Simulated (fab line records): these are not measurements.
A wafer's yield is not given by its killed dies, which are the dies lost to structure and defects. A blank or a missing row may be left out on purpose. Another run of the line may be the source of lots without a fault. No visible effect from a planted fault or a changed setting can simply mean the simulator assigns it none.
Chamber matching ; flow nand harc ; rie si-04 running NHARC_P_GATE_ETCH_32: 4 sister chambers
The step etches the open film in HBr/Cl2, target depth 150 nm, time 100.1 s. 16 wafers are shown with their chamber, then 8 later ones without.

WAFERS PAIRED WITH THEIR CHAMBERS
wafer;chamber;drypump motor current A (A);oes product au (a.u.);throttle valve pct (%)
L074.2;0;5.5;0.985;26.394
L074.3;3;4.9;1.011;26.414
L074.5;1;6.2;1.013;26.394
L074.1;1;6.2;1.016;26.404
L074.4;2;6.1;1.000;26.405
L074.6;0;5.5;0.976;26.404
L076.3;0;5.5;0.983;26.402
L076.5;3;4.9;1.001;26.413
L076.6;2;6.2;0.987;26.412
L078.4;1;6.2;1.001;26.408
L078.5;2;6.1;0.998;26.424
L078.6;1;6.2;1.004;26.411
L082.1;1;6.2;1.016;26.400
L082.3;2;6.2;1.017;26.396
L082.5;0;5.5;0.992;26.422
L088.3;3;4.9;0.997;26.404

SIGNATURES, as means of the wafers listed above
reading;chamber 0;chamber 1;chamber 2;chamber 3;scatter within a chamber
drypump motor current A;5.500;6.200;6.150;4.900;0.0289
oes product au;0.98400;1.01000;1.00050;1.00300;0.00863
throttle valve pct;26.40550;26.40340;26.40925;26.41033;0.00948
Rule: for a wafer and a chamber, the distance is found by dividing, reading by reading, the gap between the wafer's reading and the chamber's mean by the reading's scatter, squaring, summing and taking the root. If the next closest chamber is less than 2 further off than the closest, the wafer can't be placed; otherwise it belongs to the closest. The scatter: take each reading less its chamber's mean, square it, sum over the shown wafers, divide by the number of wafers less the number of chambers, and take the root.

WAFERS WITH NO CHAMBER GIVEN
wafer;drypump motor current A (A);oes product au (a.u.);throttle valve pct (%)
L088.4;5.6;0.982;26.410
L088.6;4.9;0.999;26.401
L090.1;4.8;1.000;26.391
L090.2;5.5;0.988;26.415
L090.3;6.2;1.004;26.406
L094.1;4.8;1.005;26.413
L094.3;5.5;0.986;26.416
L094.5;5.5;0.984;26.416

WHICH CHAMBER EACH ONE RAN IN
wafer;from the rows above;in truth
L088.4;0;0
L088.6;3;3
L090.1;3;3
L090.2;0;0
L090.3;can't be placed: 1 or 2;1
L094.1;3;3
L094.3;0;0
L094.5;0;0
7 of 8 placed correctly. Not placeable from these rows: 1 (in 1, the candidates include the true chamber). 0 placed wrongly.
